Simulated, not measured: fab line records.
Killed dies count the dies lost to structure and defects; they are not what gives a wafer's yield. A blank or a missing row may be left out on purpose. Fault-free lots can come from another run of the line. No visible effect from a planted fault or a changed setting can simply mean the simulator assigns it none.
Problem report, 8D (eight disciplines) form, completed by code ; flow n5-finfet ; the parts of the form that need people (team, actions taken, sign-off) are left out

## 1. PROBLEM STATEMENT
Mean CJ_P at N5_BEOL_M4_RC_MEAS_101: 6.79 over 6 wafers in 2 lots; fault-free wafers: 5.83, standard deviation 0.18. That puts it +5.3 standard deviations away from the usual mean.
Seen first at day 11 14:42 on prober-01, wafer L513.1. At this step, 30 wafers from 10 lots have a number in the record. By rule, "out" or "out of limits" means more than 4 standard deviations away from the usual mean. The rest of the wafers with a number are treated as sound.

## 2. WHAT IT IS, AND WHAT IT ISN'T
question;is;is not
which readings at this step;CJ_P;DIBL_N, DIBL_P, IOFF_N, ION_N, SS_P, VT_N
which lots;L513, L514;L506, L507, L511, L519, L520, L526, L527, L528
which wafers of those lots;all that have a number;-
read on which gauges;prober-01, prober-02;-
when;from day 11 14:42;"up to then (9 sound wafers); but 15 sound wafers of L519, L520, L526, L527, L528 came after"

## 3. THE SUSPECTS, EACH WITH WHAT RULES IT OUT
Counting: any tool at a process step up to the reading is kept as a suspect provided that every lot that is out went through it and no sound lot did after the first of them.
- the gauge at N5_BEOL_M4_RC_MEAS_101 is ruled out. 2 gauges (prober-01, prober-02) read the wafers that are out.
- pecvd-02 at N5_ZERO_LAYER_PECVD_02 (deposits SiO2 from SiH4/N2O, target thk 10 nm, time 6 s): ruled out as a lasting fault. The sound lots L528 went through it after L513, its earliest lot that is out (day 3 12:17).
- implanter-02 at N5_WELL_APT_IMPLANT_15: ruled out as a lasting fault. The sound lots L526, L527, L528 went through it after L513, its earliest lot that is out (day 3 14:03).
Left after counting: nothing in the record.

## 4. THE CAUSE (what the simulator had put in)
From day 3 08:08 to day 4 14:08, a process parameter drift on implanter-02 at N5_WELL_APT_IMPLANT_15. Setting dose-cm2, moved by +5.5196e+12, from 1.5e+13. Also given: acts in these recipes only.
Counting ruled it out, wrongly: the rule takes a fault to strike every lot that its tool runs from its start on, and this one did not.

## 5. SEQUENCE OF EFFECTS, ordered by route
One row per reading whose mean, taken over the struck wafers that have a number, lies over 3 standard deviations from the usual. Only readings whose record carries a usual standard deviation are examined. hours: median over the lots of the time between each lot's start at the first step of this table that gives one and its start at this step. sigmas: the change, counted in usual standard deviations.
hours;step;reading;usual;on struck wafers;change;sigmas
0;N5_WELL_APT_IMPLANT_15;dose-ions-cm2;1.5001e+13;2.0516e+13;+5.5152e+12;+99 or more
0;N5_WELL_APT_IMPLANT_15;faraday-current-uA;190;265;+75;+19
191;N5_BEOL_M4_RC_MEAS_101;CJ_P;5.83;6.79;+0.96;+5.3
191;N5_BEOL_M4_RC_MEAS_101;IOFF_P_LONG;0.000107 nA/um;0.000141;+0.000034;+3.4
The process steps in it:
- N5_WELL_APT_IMPLANT_15

## 6. HOW IT WOULD HAVE BEEN CAUGHT EARLIER
In this record the first reading out of limits at a measuring or inspecting step was taken at day 11 14:42, 199 hours after the fault began at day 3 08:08.
Tool's own readings at N5_WELL_APT_IMPLANT_15, dose-ions-cm2, faraday-current-uA: out on all struck wafers the step has rows for; an alarm limit on them would have tripped on the first.
